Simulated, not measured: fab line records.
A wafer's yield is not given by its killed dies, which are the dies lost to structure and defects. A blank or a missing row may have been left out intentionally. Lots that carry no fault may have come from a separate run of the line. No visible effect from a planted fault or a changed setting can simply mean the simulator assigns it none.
Split-lot study / flow n5-finfet / route with 1938 steps; 7 lots, 39 wafers read

ABOUT THE SPLIT
At N5_DUMMY_GATE_ETCH_37 (etches SOC in N2/H2, target depth 60 nm, overetch 30 nm), the setting source-w was moved away from the recipe's 840 W on 9 of the 39 wafers read, by -11.8% to +7.4%. The other wafers ran this setting at the recipe's value.

The reading is taken at the split's own step.

THE READING
rf-vpp-V, in V, at N5_DUMMY_GATE_ETCH_37 (etches SOC in N2/H2, target depth 60 nm, overetch 30 nm). A value of 524.0 V with a standard deviation of 2.2 V is what fault-free wafers of this fab line usually give.

wafer=L078.1; tool, chamber at the split=rie-diel-03, 2; source-w as run, W=840; against the recipe=recipe; rf-vpp-V, V=523.4; against lot-mates on the recipe=-
wafer=L078.2; tool, chamber at the split=rie-diel-03, 1; source-w as run, W=840; against the recipe=recipe; rf-vpp-V, V=527.2; against lot-mates on the recipe=-
wafer=L078.3; tool, chamber at the split=rie-diel-03, 0; source-w as run, W=840; against the recipe=recipe; rf-vpp-V, V=521.2; against lot-mates on the recipe=-
wafer=L078.4; tool, chamber at the split=rie-diel-03, 3; source-w as run, W=840; against the recipe=recipe; rf-vpp-V, V=524.8; against lot-mates on the recipe=-
wafer=L078.5; tool, chamber at the split=rie-diel-03, 1; source-w as run, W=840; against the recipe=recipe; rf-vpp-V, V=526.2; against lot-mates on the recipe=-
wafer=L078.6; tool, chamber at the split=rie-diel-03, 2; source-w as run, W=840; against the recipe=recipe; rf-vpp-V, V=523.7; against lot-mates on the recipe=-
wafer=L081.1; tool, chamber at the split=rie-diel-04, 0; source-w as run, W=840; against the recipe=recipe; rf-vpp-V, V=524.5; against lot-mates on the recipe=-
wafer=L081.2; tool, chamber at the split=rie-diel-04, 1; source-w as run, W=840; against the recipe=recipe; rf-vpp-V, V=523.2; against lot-mates on the recipe=-
wafer=L081.3; tool, chamber at the split=rie-diel-04, 3; source-w as run, W=793.6; against the recipe=-5.5%; rf-vpp-V, V=532.1; against lot-mates on the recipe=+8.3
wafer=L081.4; tool, chamber at the split=rie-diel-04, 2; source-w as run, W=793.6; against the recipe=-5.5%; rf-vpp-V, V=532.8; against lot-mates on the recipe=+9.0
wafer=L081.5; tool, chamber at the split=rie-diel-04, 3; source-w as run, W=840; against the recipe=recipe; rf-vpp-V, V=523.8; against lot-mates on the recipe=-
wafer=L081.6; tool, chamber at the split=rie-diel-04, 2; source-w as run, W=793.6; against the recipe=-5.5%; rf-vpp-V, V=533.4; against lot-mates on the recipe=+9.6
wafer=L083.1; tool, chamber at the split=rie-diel-03, 2; source-w as run, W=840; against the recipe=recipe; rf-vpp-V, V=522.9; against lot-mates on the recipe=-
wafer=L083.2; tool, chamber at the split=rie-diel-03, 1; source-w as run, W=840; against the recipe=recipe; rf-vpp-V, V=525.9; against lot-mates on the recipe=-
wafer=L083.3; tool, chamber at the split=rie-diel-03, 3; source-w as run, W=840; against the recipe=recipe; rf-vpp-V, V=525.5; against lot-mates on the recipe=-
wafer=L083.4; tool, chamber at the split=rie-diel-03, 0; source-w as run, W=840; against the recipe=recipe; rf-vpp-V, V=521.1; against lot-mates on the recipe=-
wafer=L083.5; tool, chamber at the split=rie-diel-03, 3; source-w as run, W=840; against the recipe=recipe; rf-vpp-V, V=525.9; against lot-mates on the recipe=-
wafer=L083.6; tool, chamber at the split=rie-diel-03, 0; source-w as run, W=840; against the recipe=recipe; rf-vpp-V, V=521.5; against lot-mates on the recipe=-
wafer=L084.1; tool, chamber at the split=rie-diel-02, 1; source-w as run, W=902.1; against the recipe=+7.4%; rf-vpp-V, V=511.8; against lot-mates on the recipe=-13.2
wafer=L084.2; tool, chamber at the split=rie-diel-02, 3; source-w as run, W=840; against the recipe=recipe; rf-vpp-V, V=528.9; against lot-mates on the recipe=-
wafer=L084.3; tool, chamber at the split=rie-diel-02, 2; source-w as run, W=902.1; against the recipe=+7.4%; rf-vpp-V, V=513.0; against lot-mates on the recipe=-12.0
wafer=L084.4; tool, chamber at the split=rie-diel-02, 0; source-w as run, W=840; against the recipe=recipe; rf-vpp-V, V=523.1; against lot-mates on the recipe=-
wafer=L084.5; tool, chamber at the split=rie-diel-02, 1; source-w as run, W=840; against the recipe=recipe; rf-vpp-V, V=522.9; against lot-mates on the recipe=-
wafer=L084.6; tool, chamber at the split=rie-diel-02, 2; source-w as run, W=902.1; against the recipe=+7.4%; rf-vpp-V, V=514.2; against lot-mates on the recipe=-10.8
wafer=L086.2; tool, chamber at the split=rie-diel-02, 2; source-w as run, W=840; against the recipe=recipe; rf-vpp-V, V=525.4; against lot-mates on the recipe=-
wafer=L086.3; tool, chamber at the split=rie-diel-02, 1; source-w as run, W=840; against the recipe=recipe; rf-vpp-V, V=524.5; against lot-mates on the recipe=-
wafer=L086.5; tool, chamber at the split=rie-diel-02, 3; source-w as run, W=840; against the recipe=recipe; rf-vpp-V, V=528.8; against lot-mates on the recipe=-
wafer=L093.1; tool, chamber at the split=rie-diel-04, 3; source-w as run, W=840; against the recipe=recipe; rf-vpp-V, V=522.0; against lot-mates on the recipe=-
wafer=L093.2; tool, chamber at the split=rie-diel-04, 1; source-w as run, W=740.8; against the recipe=-11.8%; rf-vpp-V, V=544.1; against lot-mates on the recipe=+21.7
wafer=L093.3; tool, chamber at the split=rie-diel-04, 0; source-w as run, W=740.8; against the recipe=-11.8%; rf-vpp-V, V=544.7; against lot-mates on the recipe=+22.3
wafer=L093.4; tool, chamber at the split=rie-diel-04, 2; source-w as run, W=840; against the recipe=recipe; rf-vpp-V, V=523.0; against lot-mates on the recipe=-
wafer=L093.5; tool, chamber at the split=rie-diel-04, 1; source-w as run, W=840; against the recipe=recipe; rf-vpp-V, V=522.3; against lot-mates on the recipe=-
wafer=L093.6; tool, chamber at the split=rie-diel-04, 0; source-w as run, W=740.8; against the recipe=-11.8%; rf-vpp-V, V=546.7; against lot-mates on the recipe=+24.3
wafer=L095.1; tool, chamber at the split=rie-diel-03, 3; source-w as run, W=840; against the recipe=recipe; rf-vpp-V, V=524.5; against lot-mates on the recipe=-
wafer=L095.2; tool, chamber at the split=rie-diel-03, 0; source-w as run, W=840; against the recipe=recipe; rf-vpp-V, V=521.0; against lot-mates on the recipe=-
wafer=L095.3; tool, chamber at the split=rie-diel-03, 1; source-w as run, W=840; against the recipe=recipe; rf-vpp-V, V=525.1; against lot-mates on the recipe=-
wafer=L095.4; tool, chamber at the split=rie-diel-03, 2; source-w as run, W=840; against the recipe=recipe; rf-vpp-V, V=523.1; against lot-mates on the recipe=-
wafer=L095.5; tool, chamber at the split=rie-diel-03, 2; source-w as run, W=840; against the recipe=recipe; rf-vpp-V, V=522.8; against lot-mates on the recipe=-
wafer=L095.6; tool, chamber at the split=rie-diel-03, 1; source-w as run, W=840; against the recipe=recipe; rf-vpp-V, V=527.2; against lot-mates on the recipe=-

THE FIT
A straight line over all 39 wafers: rf-vpp-V changes by -1.68 V for each +1% of source-w; r = -0.96; the points scatter about the line by 2 V.
The same after taking each lot's own level away (the mean of its wafers on the recipe; 39 wafers): -1.8 V for each +1%; r = -0.97; scatter 1.9 V.
The reading moves by 21 V for the largest change in source-w, on that fit.
The lots' own levels span 522.43 to 526.23 V, that is 1.7 times the standard deviation above.
So the lot-to-lot level changes the slope little: the two slopes agree.
Check: with one of the wafers moved furthest among these (-11.8%) left out of the fit, the line predicts +21.4 V for it against its lot-mates. It came out at +21.7 V against them.
Tool readings at the split's step, against how far the setting was moved: rf-vpp-V r = -0.96.

THE OTHER SPLITS THESE WAFERS WENT THROUGH
Note: prior to the reading, these wafers also went through further splits. Each is held against what the fit with the lots' levels taken away leaves over:
other split on the same wafers=N5_ZERO_LAYER_PECVD_02 target-thk-a; wafers away from the commonest value=15; r with rf-vpp-V (lot level and that fit taken away)=-0.18
other split on the same wafers=N5_FIN_CUT_EXPOSE_05 dose-mj; wafers away from the commonest value=18; r with rf-vpp-V (lot level and that fit taken away)=+0.08

THE FILE'S OWN FIT
rf-vpp-V changes by -1.81 V for each +1% of source-w, r = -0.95.
